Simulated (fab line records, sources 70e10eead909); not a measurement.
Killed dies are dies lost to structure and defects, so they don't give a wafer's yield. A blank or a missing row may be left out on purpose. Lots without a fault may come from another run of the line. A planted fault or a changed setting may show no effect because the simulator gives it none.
Which tool did it? | flow nand_harc | 15 lots, 45 wafers sampled, at 1 step of a route of 1159

WHAT THE GAUGES READ, wafer by wafer
NHARC_A_BONDPAD_OVL_MEAS_35.
lot  | measured     | on         | overlay_x_nm (nm) | overlay_y_nm (nm)
L429 | day 18 18:54 | overlay-01 | 7 8 7             | -2 -2 -1
L430 | day 19 01:33 | overlay-01 | -10 -10 -9        | 4 4 5
L431 | day 19 01:50 | overlay-01 | -1 -2 -2          | -9 -9 -9
L436 | day 20 11:20 | overlay-02 | 8 8 8             | -3 -4 -3
L437 | day 20 23:17 | overlay-02 | -13 -13 -13       | 2 2 2
L438 | day 20 23:54 | overlay-01 | -8 -8 -8          | 10 10 11
L443 | day 23 04:19 | overlay-02 | 0 1 1             | 1 0 1
L446 | day 23 04:37 | overlay-02 | -2 -2 -3          | 6 5 6
L442 | day 23 08:46 | overlay-02 | 2 2 2             | 1 1 1
L444 | day 23 18:52 | overlay-02 | -4 -4 -3          | -3 -3 -3
L447 | day 23 20:48 | overlay-01 | 12 12 12          | 9 9 9
L450 | day 24 02:37 | overlay-01 | 4 3 3             | 7 7 7
L449 | day 24 02:56 | overlay-01 | -2 -2 -2          | 5 5 5
L448 | day 24 09:05 | overlay-02 | 10 8 9            | 17 17 17
L451 | day 24 18:37 | overlay-02 | -14 -13 -14       | 6 5 5

WHICH TOOL RAN EACH LOT (tool, then ch and the chambers of the sampled wafers, then the start)
The record holds no process step before these readings.

WHAT THE TOOLS THEMSELVES READ (means of the sampled wafers that have a number; where no wafer has one, the mark that the record gives instead)
The record holds no such reading with a usual standard deviation.

THE ANSWER, worked out from the rows above alone
Rule: what is usual is taken from the lots themselves. Put in order of their means at a reading, lots are off if they are a third of the lots or fewer, leave a main group of 4 or more, and stand apart from it by a gap of 3 or more times the standard deviation of the main group's means; of several such gaps the widest counts. A main group whose means are all the same, to the digits that the tables above print for the reading, isn't used. A lot without any number at a reading at which 4 lots or more have one is off too. The other lots that the step has rows for count as sound. The gauges are gone through in route order, then the tools' own readings, and for those a lot's mean is taken as printed above. The first step at which some lot is off is used, and at that step the reading that is off furthest; a lot without a number counts as furthest.
No lot is off at any reading shown: from this, nothing can be told.

WHAT THE SIMULATOR HAD PUT IN
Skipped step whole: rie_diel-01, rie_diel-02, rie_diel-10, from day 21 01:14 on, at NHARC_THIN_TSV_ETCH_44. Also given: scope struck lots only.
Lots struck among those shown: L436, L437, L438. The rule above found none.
